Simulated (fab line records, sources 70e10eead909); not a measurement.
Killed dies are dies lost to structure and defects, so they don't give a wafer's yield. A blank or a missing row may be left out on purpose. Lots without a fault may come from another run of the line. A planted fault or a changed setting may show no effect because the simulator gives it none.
Problem report in the 8D (eight disciplines) form, filled by code | flow nand_harc | the parts of the form that need people (team, actions taken, sign-off) are left out

1. THE PROBLEM
oes_product_au at NHARC_A_STAIRCASE_TRIM_226 reads a mean of 1.199 a.u. on 6 wafers of 2 lots; wafers without a fault read 1.001 a.u. with a standard deviation of 0.0082. That is +24 standard deviations from the usual mean.
The step: chemistry O2, time 211.2 s.
First seen on wafer L280.3, day 14 20:37, on rie_diel-04. The record holds 36 wafers of 12 lots with a number at this step. Rule for "out", or "out of limits": more than 4 standard deviations from the usual mean. The other wafers with a number count as sound.

2. WHAT IT IS AND WHAT IT IS NOT
question                    | is                     | is not
which readings at this step | oes_product_au         | drypump_motor_current_A, rf_vpp_V, showerhead_plenum_p_Torr, throttle_valve_pct
which lots                  | L279, L280             | L266, L267, L269, L270, L271, L276, L283, L284, L285, L286
which wafers of those lots  | all that have a number | -
read on which tools         | rie_diel-04            | rie_diel-11, rie_diel-12
when                        | from day 14 20:37      | up to then (18 sound wafers); but 12 sound wafers of L283, L284, L285, L286 came after

3. SUSPECTS, AND WHAT RULES EACH OUT
Counting: a tool at a process step up to the reading stays a suspect if it ran every lot that is out and no sound lot after the first of them.
- rie_diel-11 at NHARC_A_STAIRCASE_TRIM_193 (chemistry O2, time 211.2 s): ruled out as a lasting fault. Sound lots L284, L283, L286 ran on it after its first lot that is out, L280 (day 14 19:53). NHARC_A_STAIRCASE_TRIM_193 gives no start for some lots, so the hours and the order of its lots are those of NHARC_A_STAIRCASE_TRIM_220.
- rie_diel-04 at NHARC_A_STAIRCASE_TRIM_220 (chemistry O2, time 211.2 s): kept. It ran every lot that is out, first L280 (day 14 19:53), and no sound lot after that; its last sound lot up to then is L276 (day 14 02:37).
- rie_diel-04 at NHARC_A_STAIRCASE_TRIM_226 (chemistry O2, time 211.2 s): kept. It ran every lot that is out, first L280 (day 14 20:37), and no sound lot after that; its last sound lot up to then is L276 (day 14 03:19). Its own readings are out on those wafers: oes_product_au.
Left after counting: rie_diel-04 at NHARC_A_STAIRCASE_TRIM_220, rie_diel-04 at NHARC_A_STAIRCASE_TRIM_226.

4. THE CAUSE (what the simulator had put in)
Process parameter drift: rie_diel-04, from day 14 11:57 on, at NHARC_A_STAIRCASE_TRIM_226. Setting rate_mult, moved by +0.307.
Counting left 2 suspects, and this tool is among them.

5. THE CHAIN OF EFFECTS, in route order
Each row: a reading whose mean over the struck wafers that have a number lies more than 3 standard deviations from the usual. Only readings for which the record gives a usual standard deviation are gone through. hours: the time from each lot's start at the first step in this table that gives one to its start at this step, as a median over the lots. sigmas: the change in usual standard deviations.
hours | step                       | reading        | usual      | on struck wafers | change | sigmas
0     | NHARC_A_STAIRCASE_TRIM_226 | oes_product_au | 1.001 a.u. | 1.199            | +0.198 | +24
The process steps in it:
- NHARC_A_STAIRCASE_TRIM_226: chemistry O2, time 211.2 s.
Later measuring or inspecting steps at which every struck wafer that the step has a row for has a number for every such reading, and none has moved that far: NHARC_END_SORT_01.

6. WHAT WOULD HAVE CAUGHT IT SOONER
In this record the first reading out of limits was taken at day 14 20:37, 9 hours after the fault began at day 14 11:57.
